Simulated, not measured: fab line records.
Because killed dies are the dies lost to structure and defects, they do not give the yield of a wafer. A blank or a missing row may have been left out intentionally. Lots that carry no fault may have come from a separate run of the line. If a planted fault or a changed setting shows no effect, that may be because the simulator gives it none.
fab line records :: flow n5_finfet :: part 2 of 2: steps 23 to 28 of 28
record
  lots=5
  wafers=15
  last_day=21
route steps=1938 shown HKMG_FIN@412
lots that met no fault: taken from a fault-free run of the same line
start_h: the number of hours between the record's first day and the start of the first shown wafer of the lot :: wait_h: how many hours have passed since the lot's step before this one :: " unchanged from the row above :: L1.1+2: a single row standing in for several wafers :: - either no value or no given start :: * or withheld: withheld :: < > ~ a bound
route shown NAME@n: names a module that has steps shown in the file, with the first one's number in the route :: usual: the fault-free wafers' mean and standard deviation :: same: alike in all rows :: chamber/n: place in a boat :: sites: per-site readings :: _std_site: standard deviation of those values :: _edge_site: mean of outer sites minus mean of inner sites :: radius_mm: for every site, how far away it sits from the centre of the wafer :: mask NAME#n: copy n :: behind: the last tool/chamber to shape the wafer :: hold: what put the lot on hold/how long, in hours/how the hold closed :: device: names the non-switching transistor (n, p or np) :: end of line: tests run on the same wafers once the route is complete :: for a step that has no rows: nothing shown but its recipe :: killed: not the wafer's yield, but the dies lost to structure and defects at the first sort :: map: shows each die of a wafer: x if killed, . if not, _ if none is there
set.NAME: the setting the step ran with; set.NAME@STEP: the setting that earlier step ran with :: model.NAME: the simulator's own value behind a step, which no gauge read
lots at selected steps of the route; one table per step, one row per wafer
services: the hour from which a tool's chamber was out of use, counted from the record's first day as start_h (under 0 if before that day), plus the number of hours and why
## steps
# step N5_HKMG_FIN_ETCH_31
# recipe
  chemistry=CF4
  target=SiARC
  target_depth_a=455
  mask_material=CAR-ArF
  time_s=75.8
  ion_energy_ev=80
  pressure_mtorr=40
  source_w=545
  bias_w=36
  Ar_flow_sccm=100
  cf4_flow_sccm=100
  ends=cleared
# usual
  cf4_flow_sccm=100.0/0.3
  drypump_motor_current_A=5.8/0.41
  etch_rf_on_time_s=76.1/1
  oes_product_au=0.65/0.069
  rf_vpp_V=184.4/1.2
  showerhead_plenum_p_Torr=2.16/0.081
  throttle_valve_pct=15.70/0.15
lot.wafer: L079.2
tool: rie_diel-05
chamber: 3
start_h: 105.97
wait_h: 0.0
cf4_flow_sccm: 100.0
drypump_motor_current_A: 6.5
etch_rf_on_time_s: 76.7
oes_product_au: 0.62
rf_hours_counter_h: 161
rf_vpp_V: 185.0
showerhead_plenum_p_Torr: 2.22
throttle_valve_pct: 15.70

lot.wafer: L079.5
tool: rie_diel-05
chamber: 1
start_h: 105.97
wait_h: 0.0
cf4_flow_sccm: 100.2
drypump_motor_current_A: 5.4
etch_rf_on_time_s: 77.7
oes_product_au: 0.58
rf_hours_counter_h: -
rf_vpp_V: 182.9
showerhead_plenum_p_Torr: 2.03
throttle_valve_pct: 15.72

lot.wafer: L079.6
tool: rie_diel-05
chamber: 0
start_h: 105.97
wait_h: 0.0
cf4_flow_sccm: 99.8
drypump_motor_current_A: 6.3
etch_rf_on_time_s: 77.5
oes_product_au: 0.58
rf_hours_counter_h: -
rf_vpp_V: 184.5
showerhead_plenum_p_Torr: 2.19
throttle_valve_pct: 15.92

lot.wafer: L083.1
tool: rie_diel-02
chamber: 2
start_h: 134.47
wait_h: 0.0
cf4_flow_sccm: 100.1
drypump_motor_current_A: 5.7
etch_rf_on_time_s: 75.7
oes_product_au: 0.70
rf_hours_counter_h: 80
rf_vpp_V: 185.0
showerhead_plenum_p_Torr: 2.25
throttle_valve_pct: 15.63

lot.wafer: L083.5
tool: rie_diel-02
chamber: 2
start_h: 134.47
wait_h: 0.0
cf4_flow_sccm: 99.9
drypump_motor_current_A: 5.7
etch_rf_on_time_s: 75.5
oes_product_au: 0.70
rf_hours_counter_h: -
rf_vpp_V: 184.3
showerhead_plenum_p_Torr: 2.25
throttle_valve_pct: 15.61

lot.wafer: L083.6
tool: rie_diel-02
chamber: 3
start_h: 134.47
wait_h: 0.0
cf4_flow_sccm: 100.1
drypump_motor_current_A: 5.6
etch_rf_on_time_s: 77.7
oes_product_au: 0.66
rf_hours_counter_h: -
rf_vpp_V: 182.5
showerhead_plenum_p_Torr: 2.06
throttle_valve_pct: 15.73

lot.wafer: L084.1
tool: rie_diel-02
chamber: 1
start_h: 136.60
wait_h: 0.0
cf4_flow_sccm: 99.9
drypump_motor_current_A: 5.8
etch_rf_on_time_s: 75.7
oes_product_au: 0.65
rf_hours_counter_h: 151
rf_vpp_V: 183.4
showerhead_plenum_p_Torr: 2.23
throttle_valve_pct: 15.60

lot.wafer: L084.2
tool: rie_diel-02
chamber: 0
start_h: 136.60
wait_h: 0.0
cf4_flow_sccm: 100.2
drypump_motor_current_A: 5.6
etch_rf_on_time_s: 76.1
oes_product_au: 0.62
rf_hours_counter_h: 180
rf_vpp_V: 182.4
showerhead_plenum_p_Torr: 2.05
throttle_valve_pct: 15.56

lot.wafer: L084.3
tool: rie_diel-02
chamber: 2
start_h: 136.60
wait_h: 0.0
cf4_flow_sccm: 100.2
drypump_motor_current_A: 5.6
etch_rf_on_time_s: 76.2
oes_product_au: 0.70
rf_hours_counter_h: 81
rf_vpp_V: 185.4
showerhead_plenum_p_Torr: 2.25
throttle_valve_pct: 15.63

lot.wafer: L091.4
tool: rie_diel-05
chamber: 2
start_h: 176.01
wait_h: 0.0
cf4_flow_sccm: 100.6
drypump_motor_current_A: 5.7
etch_rf_on_time_s: 75.5
oes_product_au: 0.60
rf_hours_counter_h: 223
rf_vpp_V: 185.2
showerhead_plenum_p_Torr: 2.20
throttle_valve_pct: 16.00

lot.wafer: L091.5
tool: rie_diel-05
chamber: 1
start_h: 176.01
wait_h: 0.0
cf4_flow_sccm: 100.0
drypump_motor_current_A: 5.4
etch_rf_on_time_s: 75.1
oes_product_au: 0.85
rf_hours_counter_h: -
rf_vpp_V: 185.0
showerhead_plenum_p_Torr: 2.28
throttle_valve_pct: 15.27

lot.wafer: L091.6
tool: rie_diel-05
chamber: 0
start_h: 176.01
wait_h: 0.0
cf4_flow_sccm: 99.4
drypump_motor_current_A: 6.3
etch_rf_on_time_s: 75.0
oes_product_au: 0.79
rf_hours_counter_h: -
rf_vpp_V: 183.4
showerhead_plenum_p_Torr: 2.18
throttle_valve_pct: 15.45

lot.wafer: L092.3
tool: rie_diel-02
chamber: 3
start_h: 183.98
wait_h: 0.0
cf4_flow_sccm: 99.7
drypump_motor_current_A: 5.6
etch_rf_on_time_s: 78.4
oes_product_au: 0.64
rf_hours_counter_h: 147
rf_vpp_V: 182.4
showerhead_plenum_p_Torr: 2.06
throttle_valve_pct: 15.79

lot.wafer: L092.4
tool: rie_diel-02
chamber: 0
start_h: 183.98
wait_h: 0.0
cf4_flow_sccm: 100.1
drypump_motor_current_A: 5.6
etch_rf_on_time_s: 76.0
oes_product_au: 0.61
rf_hours_counter_h: 194
rf_vpp_V: 183.6
showerhead_plenum_p_Torr: 2.05
throttle_valve_pct: 15.61

lot.wafer: L092.6
tool: rie_diel-02
chamber: 2
start_h: 183.98
wait_h: 0.0
cf4_flow_sccm: 100.2
drypump_motor_current_A: 5.7
etch_rf_on_time_s: 75.0
oes_product_au: 0.68
rf_hours_counter_h: -
rf_vpp_V: 185.5
showerhead_plenum_p_Torr: 2.24
throttle_valve_pct: 15.66
# step N5_HKMG_FIN_ETCH_32
# recipe
  chemistry=N2/H2
  target=SOC
  target_depth_a=2400
  temp_c=40
  time_s=300
  ion_energy_ev=200
  mask_material=SiARC
  pressure_mtorr=30
  source_w=840
  bias_w=150
  n2_flow_sccm=200
  h2_flow_sccm=200
# usual
  drypump_motor_current_A=5.8/0.41
  oes_product_au=0.76/0.082
  rf_vpp_V=524.5/2.9
  showerhead_plenum_p_Torr=2.57/0.1
  throttle_valve_pct=17.96/0.15
lot.wafer: L079.2
tool: rie_diel-05
chamber: 3
start_h: 106.02
wait_h: 0.0
drypump_motor_current_A: 6.5
oes_product_au: 0.72
rf_hours_counter_h: 161
rf_vpp_V: 528.2
showerhead_plenum_p_Torr: 2.64
throttle_valve_pct: 17.85

lot.wafer: L079.5
tool: rie_diel-05
chamber: 1
start_h: 106.02
wait_h: 0.0
drypump_motor_current_A: 5.4
oes_product_au: 0.67
rf_hours_counter_h: -
rf_vpp_V: 520.4
showerhead_plenum_p_Torr: 2.42
throttle_valve_pct: 18.10

lot.wafer: L079.6
tool: rie_diel-05
chamber: 0
start_h: 106.02
wait_h: 0.0
drypump_motor_current_A: 6.3
oes_product_au: 0.69
rf_hours_counter_h: -
rf_vpp_V: 525.5
showerhead_plenum_p_Torr: 2.62
throttle_valve_pct: 18.28

lot.wafer: L083.1
tool: rie_diel-02
chamber: 2
start_h: 134.53
wait_h: 0.0
drypump_motor_current_A: 5.7
oes_product_au: 0.82
rf_hours_counter_h: 80
rf_vpp_V: 526.6
showerhead_plenum_p_Torr: 2.69
throttle_valve_pct: 18.00

lot.wafer: L083.5
tool: rie_diel-02
chamber: 2
start_h: 134.53
wait_h: 0.0
drypump_motor_current_A: 5.7
oes_product_au: 0.83
rf_hours_counter_h: -
rf_vpp_V: 527.3
showerhead_plenum_p_Torr: 2.69
throttle_valve_pct: 17.99

lot.wafer: L083.6
tool: rie_diel-02
chamber: 3
start_h: 134.53
wait_h: 0.0
drypump_motor_current_A: 5.6
oes_product_au: 0.77
rf_hours_counter_h: -
rf_vpp_V: 520.9
showerhead_plenum_p_Torr: 2.45
throttle_valve_pct: 17.99

lot.wafer: L084.1
tool: rie_diel-02
chamber: 1
start_h: 136.66
wait_h: 0.0
drypump_motor_current_A: 5.7
oes_product_au: 0.76
rf_hours_counter_h: 151
rf_vpp_V: 525.7
showerhead_plenum_p_Torr: 2.65
throttle_valve_pct: 17.80

lot.wafer: L084.2
tool: rie_diel-02
chamber: 0
start_h: 136.66
wait_h: 0.0
drypump_motor_current_A: 5.6
oes_product_au: 0.73
rf_hours_counter_h: 180
rf_vpp_V: 520.1
showerhead_plenum_p_Torr: 2.43
throttle_valve_pct: 17.75

lot.wafer: L084.3
tool: rie_diel-02
chamber: 2
start_h: 136.66
wait_h: 0.0
drypump_motor_current_A: 5.7
oes_product_au: 0.82
rf_hours_counter_h: 81
rf_vpp_V: 528.4
showerhead_plenum_p_Torr: 2.69
throttle_valve_pct: 17.98

lot.wafer: L091.4
tool: rie_diel-05
chamber: 2
start_h: 176.06
wait_h: 0.0
drypump_motor_current_A: 5.8
oes_product_au: 0.70
rf_hours_counter_h: 223
rf_vpp_V: 526.8
showerhead_plenum_p_Torr: 2.61
throttle_valve_pct: 18.14

lot.wafer: L091.5
tool: rie_diel-05
chamber: 1
start_h: 176.06
wait_h: 0.0
drypump_motor_current_A: 5.4
oes_product_au: 0.99
rf_hours_counter_h: -
rf_vpp_V: 529.2
showerhead_plenum_p_Torr: 2.73
throttle_valve_pct: 17.69

lot.wafer: L091.6
tool: rie_diel-05
chamber: 0
start_h: 176.06
wait_h: 0.0
drypump_motor_current_A: 6.4
oes_product_au: 0.92
rf_hours_counter_h: -
rf_vpp_V: 524.3
showerhead_plenum_p_Torr: 2.61
throttle_valve_pct: 17.87

lot.wafer: L092.3
tool: rie_diel-02
chamber: 3
start_h: 184.03
wait_h: 0.0
drypump_motor_current_A: 5.6
oes_product_au: 0.76
rf_hours_counter_h: 147
rf_vpp_V: 520.3
showerhead_plenum_p_Torr: 2.44
throttle_valve_pct: 18.01

lot.wafer: L092.4
tool: rie_diel-02
chamber: 0
start_h: 184.03
wait_h: 0.0
drypump_motor_current_A: 5.6
oes_product_au: 0.71
rf_hours_counter_h: 194
rf_vpp_V: 519.6
showerhead_plenum_p_Torr: 2.42
throttle_valve_pct: 17.76

lot.wafer: L092.6
tool: rie_diel-02
chamber: 2
start_h: 184.03
wait_h: 0.0
drypump_motor_current_A: 5.7
oes_product_au: 0.81
rf_hours_counter_h: -
rf_vpp_V: 528.6
showerhead_plenum_p_Torr: 2.68
throttle_valve_pct: 18.03
# step N5_HKMG_FIN_STRIP_33
# recipe
  chemistry=N2/H2
  temp_c=40
  n2_flow_sccm=200
  h2_flow_sccm=200
  rf_frequency_hz=6e+07
lot.wafer: L079.2+5+6
tool: rie_diel-05
chamber: 3,1,0
start_h: 106.21
wait_h: 0.1

lot.wafer: L083.1+5+6
tool: rie_diel-02
chamber: 2,2,3
start_h: 134.71
wait_h: 0.1

lot.wafer: L084.1+2+3
tool: rie_diel-02
chamber: 1,0,2
start_h: 136.84
wait_h: 0.1

lot.wafer: L091.4+5+6
tool: rie_diel-05
chamber: 2,1,0
start_h: 176.24
wait_h: 0.1

lot.wafer: L092.3+4+6
tool: rie_diel-02
chamber: 3,0,2
start_h: 184.21
wait_h: 0.1
# step N5_HKMG_FIN_STRIP_34
# recipe
  chemistry=CF4
  resist=SiARC
  power_w=300
  bias_power_w=75
  pressure_mtorr=50
  cf4_flow_sccm=150
  rf_frequency_hz=6e+07
# usual
  cf4_flow_sccm=150.0/0.48
  drypump_motor_current_A=5.8/0.41
  oes_product_au=0.76/0.076
  rf_vpp_V=271.5/1.5
  showerhead_plenum_p_Torr=1.81/0.067
  throttle_valve_pct=13.67/0.17
lot.wafer: L079.2
tool: rie_diel-05
chamber: 3
start_h: 106.22
wait_h: 0.0
cf4_flow_sccm: 149.7
drypump_motor_current_A: 6.6
oes_product_au: 0.73
rf_hours_counter_h: 161
rf_vpp_V: 272.8
showerhead_plenum_p_Torr: 1.86
throttle_valve_pct: 13.68

lot.wafer: L079.5
tool: rie_diel-05
chamber: 1
start_h: 106.22
wait_h: 0.0
cf4_flow_sccm: 149.5
drypump_motor_current_A: 5.4
oes_product_au: 0.69
rf_hours_counter_h: -
rf_vpp_V: 268.6
showerhead_plenum_p_Torr: 1.70
throttle_valve_pct: 13.73

lot.wafer: L079.6
tool: rie_diel-05
chamber: 0
start_h: 106.22
wait_h: 0.0
cf4_flow_sccm: 150.3
drypump_motor_current_A: 6.3
oes_product_au: 0.68
rf_hours_counter_h: -
rf_vpp_V: 272.2
showerhead_plenum_p_Torr: 1.83
throttle_valve_pct: 13.92

lot.wafer: L083.1
tool: rie_diel-02
chamber: 2
start_h: 134.72
wait_h: 0.0
cf4_flow_sccm: 149.9
drypump_motor_current_A: 5.7
oes_product_au: 0.81
rf_hours_counter_h: 80
rf_vpp_V: 273.9
showerhead_plenum_p_Torr: 1.88
throttle_valve_pct: 13.56

lot.wafer: L083.5
tool: rie_diel-02
chamber: 2
start_h: 134.72
wait_h: 0.0
cf4_flow_sccm: 149.8
drypump_motor_current_A: 5.7
oes_product_au: 0.81
rf_hours_counter_h: -
rf_vpp_V: 273.0
showerhead_plenum_p_Torr: 1.88
throttle_valve_pct: 13.59

lot.wafer: L083.6
tool: rie_diel-02
chamber: 3
start_h: 134.72
wait_h: 0.0
cf4_flow_sccm: 150.1
drypump_motor_current_A: 5.6
oes_product_au: 0.78
rf_hours_counter_h: -
rf_vpp_V: 268.9
showerhead_plenum_p_Torr: 1.73
throttle_valve_pct: 13.70

lot.wafer: L084.1
tool: rie_diel-02
chamber: 1
start_h: 136.85
wait_h: 0.0
cf4_flow_sccm: 150.1
drypump_motor_current_A: 5.8
oes_product_au: 0.74
rf_hours_counter_h: 151
rf_vpp_V: 273.3
showerhead_plenum_p_Torr: 1.86
throttle_valve_pct: 13.58

lot.wafer: L084.2
tool: rie_diel-02
chamber: 0
start_h: 136.85
wait_h: 0.0
cf4_flow_sccm: 150.0
drypump_motor_current_A: 5.6
oes_product_au: 0.72
rf_hours_counter_h: 180
rf_vpp_V: 269.3
showerhead_plenum_p_Torr: 1.72
throttle_valve_pct: 13.59

lot.wafer: L084.3
tool: rie_diel-02
chamber: 2
start_h: 136.85
wait_h: 0.0
cf4_flow_sccm: 150.2
drypump_motor_current_A: 5.6
oes_product_au: 0.81
rf_hours_counter_h: 81
rf_vpp_V: 272.5
showerhead_plenum_p_Torr: 1.88
throttle_valve_pct: 13.57

lot.wafer: L091.4
tool: rie_diel-05
chamber: 2
start_h: 176.25
wait_h: 0.0
cf4_flow_sccm: 150.5
drypump_motor_current_A: 5.7
oes_product_au: 0.69
rf_hours_counter_h: 223
rf_vpp_V: 271.1
showerhead_plenum_p_Torr: 1.84
throttle_valve_pct: 13.98

lot.wafer: L091.5
tool: rie_diel-05
chamber: 1
start_h: 176.25
wait_h: 0.0
cf4_flow_sccm: 149.2
drypump_motor_current_A: 5.4
oes_product_au: 0.97
rf_hours_counter_h: -
rf_vpp_V: 273.4
showerhead_plenum_p_Torr: 1.90
throttle_valve_pct: 13.21

lot.wafer: L091.6
tool: rie_diel-05
chamber: 0
start_h: 176.25
wait_h: 0.0
cf4_flow_sccm: 150.0
drypump_motor_current_A: 6.3
oes_product_au: 0.91
rf_hours_counter_h: -
rf_vpp_V: 271.7
showerhead_plenum_p_Torr: 1.83
throttle_valve_pct: 13.39

lot.wafer: L092.3
tool: rie_diel-02
chamber: 3
start_h: 184.22
wait_h: 0.0
cf4_flow_sccm: 150.9
drypump_motor_current_A: 5.6
oes_product_au: 0.76
rf_hours_counter_h: 147
rf_vpp_V: 270.5
showerhead_plenum_p_Torr: 1.72
throttle_valve_pct: 13.74

lot.wafer: L092.4
tool: rie_diel-02
chamber: 0
start_h: 184.22
wait_h: 0.0
cf4_flow_sccm: 150.0
drypump_motor_current_A: 5.6
oes_product_au: 0.71
rf_hours_counter_h: 195
rf_vpp_V: 268.5
showerhead_plenum_p_Torr: 1.72
throttle_valve_pct: 13.60

lot.wafer: L092.6
tool: rie_diel-02
chamber: 2
start_h: 184.22
wait_h: 0.0
cf4_flow_sccm: 150.2
drypump_motor_current_A: 5.7
oes_product_au: 0.79
rf_hours_counter_h: -
rf_vpp_V: 271.7
showerhead_plenum_p_Torr: 1.88
throttle_valve_pct: 13.60
# step N5_HKMG_FIN_ETCH_35
# recipe
  chemistry=N2/H2
  target=SOC
  target_depth_a=2158
  ion_energy_ev=65
  bias_w=5
  source_w=3000
  time_s=243.4
  pressure_mtorr=30
  n2_flow_sccm=200
  h2_flow_sccm=200
# usual
  drypump_motor_current_A=5.8/0.41
  oes_product_au=0.76/0.081
  rf_vpp_V=141.6/1.1
  showerhead_plenum_p_Torr=2.57/0.1
  throttle_valve_pct=17.97/0.15
lot.wafer: L079.2
tool: rie_diel-05
chamber: 3
start_h: 106.24
wait_h: 0.0
drypump_motor_current_A: 6.6
oes_product_au: 0.72
rf_hours_counter_h: 161
rf_vpp_V: 142.9
showerhead_plenum_p_Torr: 2.64
throttle_valve_pct: 17.88

lot.wafer: L079.5
tool: rie_diel-05
chamber: 1
start_h: 106.24
wait_h: 0.0
drypump_motor_current_A: 5.4
oes_product_au: 0.68
rf_hours_counter_h: -
rf_vpp_V: 140.8
showerhead_plenum_p_Torr: 2.42
throttle_valve_pct: 18.12

lot.wafer: L079.6
tool: rie_diel-05
chamber: 0
start_h: 106.24
wait_h: 0.0
drypump_motor_current_A: 6.3
oes_product_au: 0.69
rf_hours_counter_h: -
rf_vpp_V: 143.4
showerhead_plenum_p_Torr: 2.62
throttle_valve_pct: 18.29

lot.wafer: L083.1
tool: rie_diel-02
chamber: 2
start_h: 134.74
wait_h: 0.0
drypump_motor_current_A: 5.7
oes_product_au: 0.82
rf_hours_counter_h: 80
rf_vpp_V: 140.9
showerhead_plenum_p_Torr: 2.69
throttle_valve_pct: 18.01

lot.wafer: L083.5
tool: rie_diel-02
chamber: 2
start_h: 134.74
wait_h: 0.0
drypump_motor_current_A: 5.7
oes_product_au: 0.82
rf_hours_counter_h: -
rf_vpp_V: 141.6
showerhead_plenum_p_Torr: 2.69
throttle_valve_pct: 18.00

lot.wafer: L083.6
tool: rie_diel-02
chamber: 3
start_h: 134.74
wait_h: 0.0
drypump_motor_current_A: 5.6
oes_product_au: 0.78
rf_hours_counter_h: -
rf_vpp_V: 141.7
showerhead_plenum_p_Torr: 2.45
throttle_valve_pct: 18.01

lot.wafer: L084.1
tool: rie_diel-02
chamber: 1
start_h: 136.87
wait_h: 0.0
drypump_motor_current_A: 5.8
oes_product_au: 0.76
rf_hours_counter_h: 151
rf_vpp_V: 144.7
showerhead_plenum_p_Torr: 2.65
throttle_valve_pct: 17.80

lot.wafer: L084.2
tool: rie_diel-02
chamber: 0
start_h: 136.87
wait_h: 0.0
drypump_motor_current_A: 5.6
oes_product_au: 0.72
rf_hours_counter_h: 180
rf_vpp_V: 140.0
showerhead_plenum_p_Torr: 2.43
throttle_valve_pct: 17.75

lot.wafer: L084.3
tool: rie_diel-02
chamber: 2
start_h: 136.87
wait_h: 0.0
drypump_motor_current_A: 5.7
oes_product_au: 0.83
rf_hours_counter_h: 81
rf_vpp_V: 140.6
showerhead_plenum_p_Torr: 2.69
throttle_valve_pct: 18.02

lot.wafer: L091.4
tool: rie_diel-05
chamber: 2
start_h: 176.27
wait_h: 0.0
drypump_motor_current_A: 5.8
oes_product_au: 0.69
rf_hours_counter_h: 224
rf_vpp_V: 142.9
showerhead_plenum_p_Torr: 2.61
throttle_valve_pct: 18.18

lot.wafer: L091.5
tool: rie_diel-05
chamber: 1
start_h: 176.27
wait_h: 0.0
drypump_motor_current_A: 5.4
oes_product_au: 0.98
rf_hours_counter_h: -
rf_vpp_V: 143.6
showerhead_plenum_p_Torr: 2.73
throttle_valve_pct: 17.72

lot.wafer: L091.6
tool: rie_diel-05
chamber: 0
start_h: 176.27
wait_h: 0.0
drypump_motor_current_A: 6.3
oes_product_au: 0.93
rf_hours_counter_h: -
rf_vpp_V: 143.3
showerhead_plenum_p_Torr: 2.61
throttle_valve_pct: 17.89

lot.wafer: L092.3
tool: rie_diel-02
chamber: 3
start_h: 184.24
wait_h: 0.0
drypump_motor_current_A: 5.6
oes_product_au: 0.76
rf_hours_counter_h: 147
rf_vpp_V: 141.2
showerhead_plenum_p_Torr: 2.44
throttle_valve_pct: 18.04

lot.wafer: L092.4
tool: rie_diel-02
chamber: 0
start_h: 184.24
wait_h: 0.0
drypump_motor_current_A: 5.6
oes_product_au: 0.72
rf_hours_counter_h: 195
rf_vpp_V: 141.1
showerhead_plenum_p_Torr: 2.42
throttle_valve_pct: 17.78

lot.wafer: L092.6
tool: rie_diel-02
chamber: 2
start_h: 184.24
wait_h: 0.0
drypump_motor_current_A: 5.7
oes_product_au: 0.81
rf_hours_counter_h: -
rf_vpp_V: 143.6
showerhead_plenum_p_Torr: 2.68
throttle_valve_pct: 18.04
# step N5_HKMG_FIN_STRIP_92
# recipe
  chemistry=N2/H2
  material=SOC
  time_s=20
  power_w=500
  temp_c=40
  pressure_mtorr=50
  rf_frequency_hz=6e+07
  bias_power_w=8
  h2_frac=0.5
  n2_flow_sccm=300
  h2_flow_sccm=300
# usual
  drypump_motor_current_A=5.8/0.41
  oes_product_au=0.76/0.081
  rf_vpp_V=54.4/0.91
  showerhead_plenum_p_Torr=3.39/0.13
  throttle_valve_pct=19.19/0.28
lot.wafer: L079.2
tool: rie_diel-05
chamber: 3
start_h: 106.38
wait_h: 0.1
drypump_motor_current_A: 6.6
oes_product_au: 0.73
rf_hours_counter_h: 161
rf_vpp_V: 54.7
showerhead_plenum_p_Torr: 3.48
throttle_valve_pct: 19.00

lot.wafer: L079.5
tool: rie_diel-05
chamber: 1
start_h: 106.38
wait_h: 0.1
drypump_motor_current_A: 5.4
oes_product_au: 0.67
rf_hours_counter_h: -
rf_vpp_V: 52.8
showerhead_plenum_p_Torr: 3.20
throttle_valve_pct: 19.65

lot.wafer: L079.6
tool: rie_diel-05
chamber: 0
start_h: 106.38
wait_h: 0.1
drypump_motor_current_A: 6.3
oes_product_au: 0.69
rf_hours_counter_h: -
rf_vpp_V: 52.8
showerhead_plenum_p_Torr: 3.45
throttle_valve_pct: 19.66

lot.wafer: L083.1
tool: rie_diel-02
chamber: 2
start_h: 134.89
wait_h: 0.1
drypump_motor_current_A: 5.7
oes_product_au: 0.82
rf_hours_counter_h: 80
rf_vpp_V: 56.2
showerhead_plenum_p_Torr: 3.54
throttle_valve_pct: 19.36

lot.wafer: L083.5
tool: rie_diel-02
chamber: 2
start_h: 134.89
wait_h: 0.1
drypump_motor_current_A: 5.7
oes_product_au: 0.82
rf_hours_counter_h: -
rf_vpp_V: 56.0
showerhead_plenum_p_Torr: 3.54
throttle_valve_pct: 19.36

lot.wafer: L083.6
tool: rie_diel-02
chamber: 3
start_h: 134.89
wait_h: 0.1
drypump_motor_current_A: 5.6
oes_product_au: 0.78
rf_hours_counter_h: -
rf_vpp_V: 53.3
showerhead_plenum_p_Torr: 3.24
throttle_valve_pct: 19.16

lot.wafer: L084.1
tool: rie_diel-02
chamber: 1
start_h: 137.02
wait_h: 0.1
drypump_motor_current_A: 5.8
oes_product_au: 0.76
rf_hours_counter_h: 151
rf_vpp_V: 54.4
showerhead_plenum_p_Torr: 3.49
throttle_valve_pct: 18.97

lot.wafer: L084.2
tool: rie_diel-02
chamber: 0
start_h: 137.02
wait_h: 0.1
drypump_motor_current_A: 5.6
oes_product_au: 0.72
rf_hours_counter_h: 180
rf_vpp_V: 53.0
showerhead_plenum_p_Torr: 3.21
throttle_valve_pct: 18.76

lot.wafer: L084.3
tool: rie_diel-02
chamber: 2
start_h: 137.02
wait_h: 0.1
drypump_motor_current_A: 5.7
oes_product_au: 0.82
rf_hours_counter_h: 81
rf_vpp_V: 54.7
showerhead_plenum_p_Torr: 3.54
throttle_valve_pct: 19.37

lot.wafer: L091.4
tool: rie_diel-05
chamber: 2
start_h: 176.42
wait_h: 0.1
drypump_motor_current_A: 5.8
oes_product_au: 0.71
rf_hours_counter_h: 224
rf_vpp_V: 54.8
showerhead_plenum_p_Torr: 3.45
throttle_valve_pct: 19.20

lot.wafer: L091.5
tool: rie_diel-05
chamber: 1
start_h: 176.42
wait_h: 0.1
drypump_motor_current_A: 5.4
oes_product_au: 0.99
rf_hours_counter_h: -
rf_vpp_V: 54.2
showerhead_plenum_p_Torr: 3.60
throttle_valve_pct: 19.30

lot.wafer: L091.6
tool: rie_diel-05
chamber: 0
start_h: 176.42
wait_h: 0.1
drypump_motor_current_A: 6.3
oes_product_au: 0.92
rf_hours_counter_h: -
rf_vpp_V: 54.9
showerhead_plenum_p_Torr: 3.44
throttle_valve_pct: 19.27

lot.wafer: L092.3
tool: rie_diel-02
chamber: 3
start_h: 184.39
wait_h: 0.1
drypump_motor_current_A: 5.6
oes_product_au: 0.76
rf_hours_counter_h: 147
rf_vpp_V: 52.0
showerhead_plenum_p_Torr: 3.23
throttle_valve_pct: 19.20

lot.wafer: L092.4
tool: rie_diel-02
chamber: 0
start_h: 184.39
wait_h: 0.1
drypump_motor_current_A: 5.6
oes_product_au: 0.72
rf_hours_counter_h: 195
rf_vpp_V: 52.9
showerhead_plenum_p_Torr: 3.21
throttle_valve_pct: 18.79

lot.wafer: L092.6
tool: rie_diel-02
chamber: 2
start_h: 184.39
wait_h: 0.1
drypump_motor_current_A: 5.7
oes_product_au: 0.80
rf_hours_counter_h: -
rf_vpp_V: 54.8
showerhead_plenum_p_Torr: 3.53
throttle_valve_pct: 19.38
## services
tool: arfi_scanner-02
chamber: -
start_h: 88.59
hours: 1.3
kind: pm

tool: thermal_cvd_si-01
chamber: 1
start_h: 95.31
hours: 7.1
kind: repair

tool: ald_metal-02
chamber: 3
start_h: 103.42
hours: 3.8
kind: repair

tool: arfi_scanner-01
chamber: -
start_h: 112.45
hours: 2.1
kind: repair

tool: rie_diel-05
chamber: 0
start_h: 113.99
hours: -
kind: clean

tool: rie_diel-05
chamber: 0
start_h: 113.99
hours: -
kind: consumable_replace:focus_ring

tool: rie_diel-05
chamber: 0
start_h: 113.99
hours: 24.4
kind: scheduled_down

tool: rie_diel-05
chamber: 0
start_h: 113.99
hours: 24.4
kind: vent_cycle

tool: rie_diel-05
chamber: 1
start_h: 126.71
hours: 2.8
kind: repair

tool: arfi_scanner-01
chamber: -
start_h: 131.22
hours: 0.5
kind: repair

tool: arfi_scanner-02
chamber: -
start_h: 141.53
hours: 1.0
kind: pm

tool: rie_diel-05
chamber: 2
start_h: 144.20
hours: 3.8
kind: repair

tool: thermal_cvd_si-01
chamber: -
start_h: 147.82
hours: 2.6
kind: repair

tool: arfi_scanner-02
chamber: 0
start_h: 156.31
hours: -
kind: calibration

tool: rie_diel-05
chamber: 1
start_h: 157.39
hours: -
kind: clean

tool: rie_diel-05
chamber: 1
start_h: 157.39
hours: -
kind: consumable_replace:focus_ring

tool: rie_diel-05
chamber: 1
start_h: 157.39
hours: -
kind: consumable_replace:showerhead

tool: ald_metal-01
chamber: 2
start_h: 159.40
hours: 2.7
kind: repair

tool: rtp_anneal-02
chamber: -
start_h: 164.30
hours: 4.1
kind: pm

tool: arfi_scanner-01
chamber: -
start_h: 165.77
hours: 1.0
kind: pm

tool: ald_metal-02
chamber: -
start_h: 169.02
hours: 2.6
kind: repair

tool: rie_diel-05
chamber: -
start_h: 172.97
hours: 2.8
kind: pm

tool: arfi_scanner-02
chamber: -
start_h: 173.67
hours: 3.9
kind: pm

tool: ald_metal-04
chamber: -
start_h: 182.57
hours: 0.7
kind: repair
